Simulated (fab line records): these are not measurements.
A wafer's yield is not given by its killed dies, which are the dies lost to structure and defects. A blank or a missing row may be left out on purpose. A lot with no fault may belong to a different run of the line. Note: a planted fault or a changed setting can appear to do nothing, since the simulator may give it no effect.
One fault through the eyes of 2 desks ; flow nand_harc ; every desk sees just its own numbers, and what lay behind them comes last

## THE TOOL OWNER'S DESK: pecvd_onon-01
The tool's own readings at NHARC_A_ONON_D1_DEP_28 (target thk 1000 nm): means of the sampled wafers that have a number, for each lot that ran on this tool. A lot is out of limits, marked OUT, if its mean lies more than 4 standard deviations from the usual mean; the brackets give that distance.
Columns: A = n2o_flow_sccm at NHARC_A_ONON_D1_DEP_28, usual 2000 sccm
lot;first seen here;A
L657;day 8 10:16;2002
L666;day 10 10:32;2006
L667;day 10 19:44;1997
L668;day 11 03:49;2008
This desk found nothing out of limits on any of the 4 lots.

## METROLOGY DESK
Lot by lot, what the gauges showed, no matter which tool ran the lot: averages of those sampled wafers that carry a number. A lot is out of limits, marked OUT, if its mean lies more than 4 standard deviations from the usual mean; the brackets give that distance.
Columns: A = thk_nm at NHARC_A_ONON_D1_THK_MEAS_24, usual 998 nm; B = thk_nm at NHARC_A_ONON_D1_THK_MEAS_30, usual 995 nm
lot;first seen here;A;B
L656;day 8 03:51;1014;987
L657;day 8 09:39;1009;990
L659;day 8 22:20;994;997
L662;day 9 08:53;990;988
L663;day 9 19:07;992;1003
L666;day 10 09:55;1012;1010
L667;day 10 19:07;993;1504 (+51) OUT
L668;day 11 03:04;1006;1486 (+49) OUT
L672;day 11 23:12;988;1004
L673;day 12 12:32;1002;1004
L676;day 13 01:34;1012;1005
L678;day 13 08:23;1010;988
Finding of this desk: L667, L668 out of limits; the first was L667 at day 10 20:14, on thk_nm at NHARC_A_ONON_D1_THK_MEAS_30. L656, L657, L659, L662, L663, L666, L672, L673, L676, L678 stayed within limits.

## TAKEN TOGETHER
At day 10 20:14 the metrology desk could have sounded an alarm, on L667, L668.
Nothing out of limits was seen by the tool owner's desk.
On record at the tool owner's desk: L667, L668, within its limits.
On pecvd_onon-01, each named lot ran NHARC_A_ONON_D1_DEP_28.

## WHAT THE SIMULATOR PUT IN
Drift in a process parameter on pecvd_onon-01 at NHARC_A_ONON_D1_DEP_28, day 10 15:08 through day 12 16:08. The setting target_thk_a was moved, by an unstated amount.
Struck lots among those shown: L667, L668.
Per desk, hours elapsed from the start of the fault to the first reading out of limits: for the metrology desk, 5.
